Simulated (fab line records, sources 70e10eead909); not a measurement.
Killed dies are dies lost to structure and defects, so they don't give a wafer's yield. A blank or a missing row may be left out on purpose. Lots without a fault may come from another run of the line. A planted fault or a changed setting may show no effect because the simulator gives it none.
fab line records | flow nand_harc | part 1 of 2: steps 1 to 26 of 32
record lots=5 wafers=15 last_day=32
route steps=1302 shown A_STAIRCASE@875 A_SGD_CUT@890
lots that met no fault: from a run of the same line without faults
start_h: hours from the record's first day to the start of the lot's first wafer shown | wait_h: hours since the lot's step before | " the same as in the row above | L1.1+2: a row that stands for several wafers | - no value, or no start given | * or withheld: withheld | < > ~ a bound
route shown NAME@n: a module of which the file shows steps, and the number in the route of the first | usual: mean/standard deviation of fault-free wafers | same: alike in all rows | chamber/n: place in a boat | sites: the reading at each site | _std_site: their standard deviation | _edge_site: outer sites' mean less inner sites' | radius_mm: how far each site lies from the wafer's centre | mask NAME#n: copy n | behind: the tool/chamber that last shaped the wafer | hold: why the lot was held/for how many hours/how that ended | device: the transistor (n, p or np) that didn't switch | end of line: the same wafers' tests at the end of the route | a step without rows: its recipe alone | killed: dies lost to structure and defects at the first sort, not the wafer's yield | map: a wafer's dies, x killed, . not, _ none there
set.NAME: the setting as run; set.NAME@STEP: as run at that earlier step | model.NAME: the simulator's own value behind a step, which no gauge read
lots at some steps of the route; a table a step, a row a wafer
services: from which hour (start_h, from the record's first day; less than 0 if before it) a tool's chamber was out of use, for how many hours, and why
## steps
# step NHARC_A_STAIRCASE_SRD_449
# columns lot.wafer tool chamber start_h wait_h
L078.1+2+4 wet_bench-05 4,0,1 - -
L085.1+4+5 wet_bench-09 1,2,3 - -
L089.5+3+6 wet_bench-05 4,7,0 - -
L091.3+2+6 wet_bench-05 5,6,7 - -
L093.6+3+2 wet_bench-09 2,3,4 - -
# step NHARC_A_STAIRCASE_CMP_450
# recipe target_thk_nm=200 material=SiO2
# usual motor_current_A=12.2/1.1
# columns lot.wafer tool chamber start_h wait_h motor_current_A
L078.2 cmp-01 0 473.59 - 10.9
L078.4 " 2 " " 12.4
L078.1 " 3 " " 12.9
L085.1 cmp-04 2 545.60 - 11.5
L085.4 " 0 " " 12.8
L085.5 " 2 " " 11.2
L089.3 cmp-02 3 584.87 - 14.7
L089.6 " 3 " " 14.4
L089.5 " 0 " " 12.0
L091.3 cmp-02 0 623.59 - 12.3
L091.2 " 1 " " 12.2
L091.6 " 0 " " 12.1
L093.3 cmp-01 2 635.17 - 12.6
L093.2 " 0 " " 11.8
L093.6 " 2 " " 12.3
# step NHARC_A_STAIRCASE_CMP_152
# usual motor_current_A=12.3/1.1
# columns lot.wafer tool chamber start_h wait_h motor_current_A
L078.2 cmp-01 0 473.66 0.1 11.6
L078.4 " 2 " " 12.3
L078.1 " 3 " " 12.6
L085.1 cmp-04 2 545.67 0.1 11.7
L085.4 " 0 " " 12.3
L085.5 " 2 " " 11.4
L089.3 cmp-02 3 584.94 0.1 14.9
L089.6 " 3 " " 14.7
L089.5 " 0 " " 12.3
L091.3 cmp-02 0 623.66 0.1 12.6
L091.2 " 1 " " 11.3
L091.6 " 0 " " 12.5
L093.3 cmp-01 2 635.25 0.1 12.0
L093.2 " 0 " " 12.3
L093.6 " 2 " " 11.9
# step NHARC_A_STAIRCASE_SRD_154
# columns lot.wafer tool chamber start_h wait_h
L078.1+4+2 wet_bench-03 2,3,4 473.96 0.0
L085.4+1+5 wet_bench-09 3,4,6 545.96 0.0
L089.5+6+3 wet_bench-03 5,6,0 585.24 0.0
L091.3+6+2 wet_bench-09 5,7,1 623.94 0.0
L093.2+6+3 wet_bench-03 5,6,0 635.53 0.0
# step NHARC_A_STAIRCASE_ETCH_403
# recipe target_depth_a=1082 chemistry=dHF material=SiO2
# columns lot.wafer tool chamber start_h wait_h
L078.1+4+2 wet_bench-03 2,3,4 473.98 0.0
L085.4+1+5 wet_bench-09 3,4,6 545.99 0.0
L089.5+6+3 wet_bench-03 5,6,0 585.26 0.0
L091.3+6+2 wet_bench-09 5,7,1 623.97 0.0
L093.2+6+3 wet_bench-03 5,6,0 635.55 0.0
# step NHARC_A_STAIRCASE_ETCHBACK_422
# recipe target_depth_a=400 over_etch_frac=0.3 time_s=74.286 ion_energy_ev=120 ch3f_flow_sccm=50 o2_flow_sccm=30 ar_flow_sccm=200 rf_w=500 bias_w=100 chemistry=CH3F/O2
# usual drypump_motor_current_A=5.6/0.38 oes_product_au=0.96/0.036 rf_vpp_V=244.8/1.6 showerhead_plenum_p_Torr=2.49/0.1 throttle_valve_pct=20.663/0.0094
# columns lot.wafer tool chamber start_h wait_h drypump_motor_current_A oes_product_au rf_hours_counter_h rf_vpp_V showerhead_plenum_p_Torr throttle_valve_pct
L078.2 rie_diel-01 2 474.14 0.1 5.7 1.00 26 244.3 2.46 20.683
L078.1 " 3 " " 6.3 1.00 27 244.6 2.45 20.665
L078.4 " 0 " " 5.7 1.02 26 244.1 2.37 20.666
L085.1 rie_diel-07 2 546.15 0.2 5.2 0.92 21 243.0 2.35 20.670
L085.4 " 3 " " 5.4 0.91 18 248.5 2.60 20.665
L085.5 " 2 " " 5.1 0.93 - 242.7 2.35 20.670
L089.3 rie_diel-07 3 585.45 0.2 5.4 0.95 38 247.3 2.60 20.657
L089.6 " 0 " " 5.2 0.99 - 244.6 2.51 20.656
L089.5 " 1 " " 5.9 0.97 - 246.7 2.60 20.665
L091.3 rie_diel-07 2 624.16 0.2 5.2 0.94 48 242.2 2.34 20.667
L091.2 " 0 " " 5.2 0.93 46 245.1 2.51 20.672
L091.6 " 0 " " 5.2 0.93 - 245.4 2.51 20.674
L093.2 rie_diel-07 0 635.71 0.2 5.2 0.93 49 244.0 2.50 20.662
L093.3 " 2 " " 5.1 0.92 51 242.6 2.34 20.674
L093.6 " 1 " " 5.9 0.94 - 245.7 2.60 20.656
# step NHARC_A_STAIRCASE_ETCH_423
# recipe target_depth_a=300 chemistry=dHF material=SiO2
# columns lot.wafer tool chamber start_h wait_h
L078.4+2+1 wet_bench-03 4,6,0 474.29 0.1
L085.5+4+1 wet_bench-03 7,2,3 546.32 0.1
L089.3+6+5 wet_bench-05 5,6,1 585.57 0.1
L091.3+2+6 wet_bench-09 7,0,1 624.34 0.2
L093.2+3+6 wet_bench-05 0,3,4 635.92 0.2
# step NHARC_A_STAIRCASE_ETCHBACK_157
# recipe target_depth_a=900 over_etch_frac=0.3 time_s=167.14 ion_energy_ev=120 ch3f_flow_sccm=50 o2_flow_sccm=30 ar_flow_sccm=200 rf_w=500 bias_w=100 chemistry=CH3F/O2
# usual drypump_motor_current_A=5.7/0.35 oes_product_au=0.97/0.033 rf_vpp_V=244.7/1.5 showerhead_plenum_p_Torr=2.48/0.1 throttle_valve_pct=20.663/0.009
# columns lot.wafer tool chamber start_h wait_h drypump_motor_current_A oes_product_au rf_hours_counter_h rf_vpp_V showerhead_plenum_p_Torr throttle_valve_pct
L078.4 rie_diel-01 3 474.50 0.2 6.3 1.01 27 243.9 2.45 20.671
L078.2 " 0 " " 5.7 1.00 26 244.2 2.37 20.669
L078.1 " 1 " " 6.3 1.00 26 241.7 2.28 20.669
L085.1 rie_diel-07 3 546.50 0.1 5.4 0.93 18 245.6 2.60 20.645
L085.4 " 0 " " 5.2 0.94 18 244.2 2.52 20.661
L085.5 " 0 " " 5.2 0.95 - 245.5 2.52 20.649
L089.3 rie_diel-04 1 585.78 0.2 5.5 0.99 20 245.7 2.56 20.664
L089.5 " 1 " " 5.4 0.99 - 244.6 2.56 20.646
L089.6 " 0 " " 5.8 1.01 - 245.4 2.59 20.669
L091.2 rie_diel-01 3 624.55 0.2 6.3 1.01 15 243.1 2.43 20.667
L091.3 " 1 " " 6.3 0.99 23 246.9 2.65 20.657
L091.6 " 2 " " 5.7 1.01 - 245.7 2.44 20.655
L093.3 rie_diel-07 1 636.14 0.2 5.9 0.98 48 247.1 2.60 20.658
L093.2 " 2 " " 5.1 0.98 52 243.3 2.34 20.655
L093.6 " 2 " " 5.1 0.98 - 243.5 2.34 20.660
# step NHARC_A_STAIRCASE_STRIP_475
# recipe time_s=20 o2_flow_sccm=500 ar_flow_sccm=0 bias_w=0 chemistry=O2
# usual drypump_motor_current_A=5.7/0.35 oes_product_au=1.001/0.011 rf_vpp_V=57.8/0.93 showerhead_plenum_p_Torr=3.56/0.14 throttle_valve_pct=17.036/0.0087
# columns lot.wafer tool chamber start_h wait_h drypump_motor_current_A oes_product_au rf_hours_counter_h rf_vpp_V showerhead_plenum_p_Torr throttle_valve_pct
L078.4 rie_diel-01 3 - - 6.3 1.012 27 57.0 3.52 17.040
L078.1 " 0 " " 5.7 1.008 26 57.8 3.41 17.041
L078.2 " 1 " " 6.2 0.998 26 56.0 3.28 17.050
L085.1 rie_diel-07 1 - - 5.9 1.007 20 59.0 3.74 17.044
L085.4 " 2 " " 5.2 0.996 21 57.5 3.38 17.029
L085.5 " 1 " " 5.9 1.000 - 58.4 3.74 17.048
L089.3 rie_diel-04 2 586.01 0.2 5.6 0.992 17 57.2 3.54 17.036
L089.6 " 2 " " 5.6 0.986 - 55.5 3.54 17.027
L089.5 " 0 " " 5.8 0.994 - 59.0 3.71 17.042
L091.3 rie_diel-01 0 - - 5.7 1.010 21 57.1 3.38 17.036
L091.2 " 1 " " 6.2 0.981 23 60.3 3.79 17.030
L091.6 " 1 " " 6.2 0.982 - 57.3 3.79 17.037
L093.2 rie_diel-07 0 636.39 0.2 5.2 1.015 49 57.6 3.59 17.041
L093.3 " 1 " " 5.9 1.018 48 58.3 3.72 17.037
L093.6 " 1 " " 5.9 1.014 - 58.6 3.72 17.054
# step NHARC_A_STAIRCASE_DEP_471
# recipe target_thk_a=1000 temp_c=400 pressure_torr=6.5 rf_w=900 teos_flow_sccm=161.4 flow_sccm=2650 target_thk_nm=100 gas=O2 material=SiO2
# usual heater_power_outer_w=310/49 heater_power_w=558/63 throttle_valve_pct=15.9/0.84
# columns lot.wafer tool chamber start_h wait_h heater_power_outer_w heater_power_w throttle_valve_pct
L078.2 pecvd-02 2 474.76 - 255 489 16.2
L078.1 " 1 " " 357 667 14.7
L078.4 " 1 " " 353 666 14.7
L085.1 pecvd-04 1 546.84 - 337 564 16.2
L085.5 " 2 " " 417 636 16.0
L085.4 " 1 " " 349 567 16.9
L089.3 pecvd-04 0 586.14 - 295 611 17.0
L089.5 " 2 " " 428 654 16.3
L089.6 " 1 " " 340 569 16.5
L091.3 pecvd-02 0 624.86 - 325 547 15.0
L091.2 " 1 " " 305 613 14.3
L091.6 " 0 " " 338 564 15.0
L093.3 pecvd-02 1 636.49 - 309 595 14.5
L093.2 " 0 " " 335 563 15.0
L093.6 " 1 " " 308 606 14.4
# step NHARC_A_STAIRCASE_CMP_472
# recipe material=SiO2
# usual motor_current_A=12.2/1.2
# columns lot.wafer tool chamber start_h wait_h motor_current_A
L078.2 cmp-02 2 475.03 0.2 11.0
L078.1 " 3 " " 14.4
L078.4 " 0 " " 11.8
L085.1 cmp-04 3 547.05 0.2 13.2
L085.4 " 2 " " 11.3
L085.5 " 3 " " 13.2
L089.3 cmp-04 2 586.41 0.2 11.4
L089.5 " 1 " " 10.6
L089.6 " 2 " " 10.7
L091.2 cmp-02 3 625.15 0.2 15.1
L091.3 " 0 " " 12.4
L091.6 " 1 " " 11.0
L093.3 cmp-01 2 636.79 0.3 12.2
L093.2 " 3 " " 12.5
L093.6 " 2 " " 12.1
# step NHARC_A_STAIRCASE_SRD_474
# columns lot.wafer tool chamber start_h wait_h
L078.4+2+1 wet_bench-05 7,0,1 475.29 0.0
L085.4+5+1 wet_bench-03 5,6,2 547.31 0.0
L089.6+3+5 wet_bench-05 5,6,1 586.64 0.0
L091.6+2+3 wet_bench-03 0,4,5 625.36 0.0
L093.2+6+3 wet_bench-09 2,3,6 637.02 0.0
# step NHARC_A_STAIRCASE_INSPECT_155
# usual raw_defect_count=407/130
# columns lot.wafer tool chamber start_h wait_h raw_defect_count
L078.1 defect_inspect-02 - 475.38 0.1 402
L078.2 " - " " 395
L078.4 " - " " 365
L085.1 defect_inspect-02 - 547.40 0.1 414
L085.4 " - " " 332
L085.5 " - " " 350
L089.3 defect_inspect-02 - 586.73 0.1 438
L089.5 " - " " 381
L089.6 " - " " 704
L091.2 defect_inspect-02 - 625.44 0.1 316
L091.3 " - " " 298
L091.6 " - " " 393
L093.2 defect_inspect-02 - 637.11 0.1 192
L093.3 " - " " 341
L093.6 " - " " 247
# step NHARC_A_SGD_CUT_DEP_00
# recipe target_thk_a=500 temp_c=400 target_thk_nm=50 flow_sccm=200 rf_w=450 material=SiNx
# usual heater_power_outer_w=415/48 heater_power_w=711/74
# columns lot.wafer tool chamber start_h wait_h heater_power_outer_w heater_power_w
L078.2 pecvd-04 2 475.44 0.1 530 782
L078.1 " 0 " " 365 659
L078.4 " 1 " " 436 687
L085.1 pecvd-02 0 547.50 0.1 429 697
L085.5 " 2 " " 417 726
L085.4 " 0 " " 442 713
L089.3 pecvd-04 1 586.82 0.1 399 647
L089.5 " 1 " " 414 680
L089.6 " 2 " " 475 728
L091.2 pecvd-01 2 625.54 0.1 308 549
L091.3 " 0 " " 495 872
L091.6 " 1 " " 396 666
L093.3 pecvd-02 0 637.17 0.1 462 762
L093.2 " 1 " " 474 824
L093.6 " 1 " " 474 832
# step NHARC_A_SGD_CUT_DEHYDRATE_01
# recipe temp_c=150 time_s=120
# usual resist_line_temp_C=22.99/0.11
# columns lot.wafer tool chamber start_h wait_h resist_line_temp_C
L078.1 litho_track-06 0 475.72 0.2 23.17
L078.2 " 0 " " 22.98
L078.4 " 0 " " 23.03
L085.1 litho_track-06 0 547.74 0.2 22.85
L085.4 " 0 " " 22.88
L085.5 " 0 " " 22.99
L089.3 litho_track-06 0 587.06 0.2 22.93
L089.5 " 0 " " 23.01
L089.6 " 0 " " 23.09
L091.2 litho_track-06 0 625.78 0.2 22.92
L091.3 " 0 " " 23.03
L091.6 " 0 " " 22.84
L093.2 litho_track-04 0 637.44 0.2 23.11
L093.3 " 0 " " 23.12
L093.6 " 0 " " 23.18
# step NHARC_A_SGD_CUT_HMDS_02
# recipe time_s=30
# usual resist_line_temp_C=23.00/0.096
# columns lot.wafer tool chamber start_h wait_h resist_line_temp_C
L078.1 litho_track-06 0 - - 23.02
L078.2 " 0 " " 22.88
L078.4 " 0 " " 22.92
L085.1 litho_track-06 0 - - 23.03
L085.4 " 0 " " 23.13
L085.5 " 0 " " 23.12
L089.3 litho_track-06 0 - - 23.06
L089.5 " 0 " " 22.90
L089.6 " 0 " " 22.95
L091.2 litho_track-06 0 - - 23.15
L091.3 " 0 " " 22.95
L091.6 " 0 " " 22.86
L093.2 litho_track-04 0 - - 23.00
L093.3 " 0 " " 22.90
L093.6 " 0 " " 22.94
# step NHARC_A_SGD_CUT_COAT_56
# recipe temp_c=260 time_s=75
# usual resist_line_temp_C=23.01/0.1
# columns lot.wafer tool chamber start_h wait_h resist_line_temp_C
L078.1 litho_track-06 0 - - 23.04
L078.2 " 0 " " 23.03
L078.4 " 0 " " 23.12
L085.1 litho_track-06 0 - - 22.94
L085.4 " 0 " " 22.98
L085.5 " 0 " " 22.85
L089.3 litho_track-06 0 - - 22.98
L089.5 " 0 " " 23.11
L089.6 " 0 " " 23.04
L091.2 litho_track-06 0 - - 22.92
L091.3 " 0 " " 23.06
L091.6 " 0 " " 23.18
L093.2 litho_track-04 0 - - 23.06
L093.3 " 0 " " 23.13
L093.6 " 0 " " 23.07
# step NHARC_A_SGD_CUT_COAT_57
# recipe temp_c=225 time_s=65
# usual resist_line_temp_C=23.00/0.11
# columns lot.wafer tool chamber start_h wait_h resist_line_temp_C
L078.1 litho_track-06 0 - - 23.08
L078.2 " 0 " " 23.00
L078.4 " 0 " " 23.11
L085.1 litho_track-06 0 - - 22.81
L085.4 " 0 " " 22.83
L085.5 " 0 " " 22.95
L089.3 litho_track-06 0 - - 22.86
L089.5 " 0 " " 23.09
L089.6 " 0 " " 22.96
L091.2 litho_track-06 0 - - 22.99
L091.3 " 0 " " 22.92
L091.6 " 0 " " 22.85
L093.2 litho_track-04 0 - - 22.83
L093.3 " 0 " " 22.81
L093.6 " 0 " " 22.82
# step NHARC_A_SGD_CUT_COAT_03
# recipe spin_rpm=1500 resist_thk_nm=90
# usual resist_line_temp_C=22.97/0.12 spin_speed_rpm=1500.4/1
# columns lot.wafer tool chamber start_h wait_h resist_line_temp_C spin_speed_rpm
L078.1 litho_track-06 0 - - 23.15 1501.0
L078.2 " 0 " " 23.04 1500.8
L078.4 " 0 " " 23.02 1501.2
L085.1 litho_track-06 0 - - 23.03 1499.5
L085.4 " 0 " " 23.00 1498.5
L085.5 " 0 " " 23.03 1500.7
L089.3 litho_track-06 0 - - 23.05 1501.6
L089.5 " 0 " " 23.03 1499.5
L089.6 " 0 " " 23.02 1501.0
L091.2 litho_track-06 0 - - 22.97 1498.8
L091.3 " 0 " " 22.89 1500.5
L091.6 " 0 " " 22.89 1499.0
L093.2 litho_track-04 0 - - 23.20 1500.4
L093.3 " 0 " " 23.12 1501.2
L093.6 " 0 " " 23.13 1500.7
# step NHARC_A_SGD_CUT_SOFTBAKE_04
# recipe temp_c=105 time_s=55
# usual resist_line_temp_C=23.00/0.12
# columns lot.wafer tool chamber start_h wait_h resist_line_temp_C
L078.1 litho_track-06 0 - - 23.17
L078.2 " 0 " " 22.98
L078.4 " 0 " " 22.88
L085.1 litho_track-06 0 - - 22.98
L085.4 " 0 " " 23.04
L085.5 " 0 " " 22.91
L089.3 litho_track-06 0 - - 23.17
L089.5 " 0 " " 23.25
L089.6 " 0 " " 23.17
L091.2 litho_track-06 0 - - 22.87
L091.3 " 0 " " 22.97
L091.6 " 0 " " 22.73
L093.2 litho_track-04 0 - - 23.05
L093.3 " 0 " " 22.89
L093.6 " 0 " " 22.91
# step NHARC_A_SGD_CUT_EBR_05
# usual resist_line_temp_C=22.97/0.13
# columns lot.wafer tool chamber start_h wait_h resist_line_temp_C
L078.1 litho_track-06 0 - - 23.19
L078.2 " 0 " " 23.01
L078.4 " 0 " " 23.12
L085.1 litho_track-06 0 - - 23.01
L085.4 " 0 " " 23.23
L085.5 " 0 " " 22.98
L089.3 litho_track-06 0 - - 22.91
L089.5 " 0 " " 22.94
L089.6 " 0 " " 22.93
L091.2 litho_track-06 0 - - 23.09
L091.3 " 0 " " 22.83
L091.6 " 0 " " 23.08
L093.2 litho_track-04 0 - - 23.07
L093.3 " 0 " " 23.17
L093.6 " 0 " " 23.04
# step NHARC_A_SGD_CUT_EXPOSE_06
# recipe na=1.35 dose_mj=85.59 mask_id=SGD
# columns lot.wafer tool chamber start_h wait_h mask
L078.1+2+4 arfi_scanner-03 0 476.03 - SGD#0
L085.1+4+5 arfi_scanner-01 0 548.06 - SGD#0
L089.3+5+6 arfi_scanner-03 0 587.26 - SGD#0
L091.2+3+6 arfi_scanner-02 0 626.10 - SGD#0
L093.2+3+6 arfi_scanner-02 0 637.76 - SGD#0
# step NHARC_A_SGD_CUT_PEB_07
# recipe peb_temp_c=100 peb_time_s=65
# usual resist_line_temp_C=23.02/0.11
# same peb_time_s=65
# columns lot.wafer tool chamber start_h wait_h resist_line_temp_C
L078.1 litho_track-06 0 476.09 0.1 22.96
L078.2 " 0 " " 23.13
L078.4 " 0 " " 23.30
L085.1 litho_track-06 0 548.12 0.1 23.03
L085.4 " 0 " " 22.89
L085.5 " 0 " " 23.00
L089.3 litho_track-04 0 587.31 0.0 22.79
L089.5 " 0 " " 22.79
L089.6 " 0 " " 22.91
L091.2 litho_track-06 0 626.15 0.1 23.14
L091.3 " 0 " " 23.14
L091.6 " 0 " " 23.06
L093.2 litho_track-04 0 637.82 0.1 23.07
L093.3 " 0 " " 22.91
L093.6 " 0 " " 23.14
# step NHARC_A_SGD_CUT_DEVELOP_08
# recipe develop_time_s=35 dev_temp_c=23
# usual resist_line_temp_C=23.03/0.11
# columns lot.wafer tool chamber start_h wait_h resist_line_temp_C
L078.1 litho_track-06 0 - - 23.16
L078.2 " 0 " " 23.04
L078.4 " 0 " " 23.10
L085.1 litho_track-06 0 - - 23.01
L085.4 " 0 " " 23.14
L085.5 " 0 " " 23.12
L089.3 litho_track-04 0 - - 22.87
L089.5 " 0 " " 22.94
L089.6 " 0 " " 22.91
L091.2 litho_track-06 0 - - 22.82
L091.3 " 0 " " 22.96
L091.6 " 0 " " 22.99
L093.2 litho_track-04 0 - - 22.97
L093.3 " 0 " " 22.98
L093.6 " 0 " " 22.98
# step NHARC_A_SGD_CUT_CD_MEAS_09
# recipe target_cd_nm=100 landing_energy_ev=500
# usual cd_nm=99.9/0.49
# columns lot.wafer tool chamber start_h wait_h cd_nm
L078.1 cd_sem-03 0 476.17 - 100.3
L078.2 " 0 " " 100.3
L078.4 " 0 " " 100.5
L085.1 cd_sem-03 0 548.19 - 99.6
L085.4 " 0 " " 99.5
L085.5 " 0 " " 99.7
L089.3 cd_sem-03 0 587.39 - 100.2
L089.5 " 0 " " 100.4
L089.6 " 0 " " 100.4
L091.2 cd_sem-01 0 626.23 - 100.0
L091.3 " 0 " " 99.6
L091.6 " 0 " " 99.7
L093.2 cd_sem-02 0 637.90 - 100.6
L093.3 " 0 " " 100.1
L093.6 " 0 " " 100.3
# step NHARC_A_SGD_CUT_OVL_MEAS_10
# usual overlay_x_nm=0.1/0.72 overlay_y_nm=0.1/0.86
# columns lot.wafer tool chamber start_h wait_h overlay_x_nm overlay_y_nm
L078.1 overlay-02 - 476.25 - 1.1 1.5
L078.2 " - " " 1.3 1.7
L078.4 " - " " 0.9 1.4
L085.1 overlay-02 - 548.28 - 0.4 0.9
L085.4 " - " " 0.8 0.6
L085.5 " - " " 0.8 1.2
L089.3 overlay-01 - 587.48 - 0.2 1.6
L089.5 " - " " 0.6 0.6
L089.6 " - " " 0.3 1.5
L091.2 overlay-01 - 626.34 - -0.4 0.2
L091.3 " - " " 0.3 -0.1
L091.6 " - " " -0.2 0.5
L093.2 overlay-02 - 637.98 - 0.4 0.3
L093.3 " - " " 1.3 0.9
L093.6 " - " " 0.9 1.1
